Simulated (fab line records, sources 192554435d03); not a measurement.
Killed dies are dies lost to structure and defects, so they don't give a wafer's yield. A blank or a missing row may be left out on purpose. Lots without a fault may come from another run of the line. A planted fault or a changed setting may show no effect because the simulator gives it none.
Chamber matching | flow n5_finfet | N5_MOL_CONTACT_COAG_STRIP_98 on rie_diel-03: 4 sister chambers
The step strips in N2/H2. 7 wafers are shown with their chamber, then 7 later ones without.

WAFERS WITH THEIR CHAMBER
wafer  | chamber | showerhead_plenum_p_Torr (Torr) | drypump_motor_current_A (A)
L086.1 | 1       | 3.45                            | 5.3
L086.2 | 3       | 3.48                            | 6.5
L086.4 | 2       | 3.24                            | 5.3
L086.5 | 0       | 3.22                            | 5.7
L086.6 | 3       | 3.48                            | 6.6
L091.1 | 2       | 3.24                            | 5.3
L091.2 | 0       | 3.21                            | 5.7

WAFERS WITHOUT THEIR CHAMBER
wafer  | showerhead_plenum_p_Torr (Torr) | drypump_motor_current_A (A)
L091.6 | 3.24                            | 5.3
L093.1 | 3.45                            | 5.2
L093.2 | 3.47                            | 6.5
L093.3 | 3.23                            | 5.3
L093.4 | 3.21                            | 5.6
L093.5 | 3.23                            | 5.3
L093.6 | 3.45                            | 5.2

WHICH CHAMBER EACH WENT THROUGH
wafer  | from the rows above | in truth
L091.6 | 2                   | 2
L093.1 | 1                   | 1
L093.2 | 3                   | 3
L093.3 | 2                   | 2
L093.4 | 0                   | 0
L093.5 | 2                   | 2
L093.6 | 1                   | 1
Placed correctly: 7 of 7. Can't be placed from these rows: 0. Placed wrongly: 0.
How it was worked out, from the rows above alone: a wafer's distance from a chamber is the root of the sum, over the readings, of the square of ((its reading less the chamber's mean) divided by the reading's scatter). The wafer belongs to the nearest chamber; if the next one is less than 2 further off, it can't be placed. A chamber's mean is the mean of its shown wafers. The scatter: the root of (the sum of the squares of (reading less its chamber's mean) over the shown wafers, divided by (wafers less chambers)).
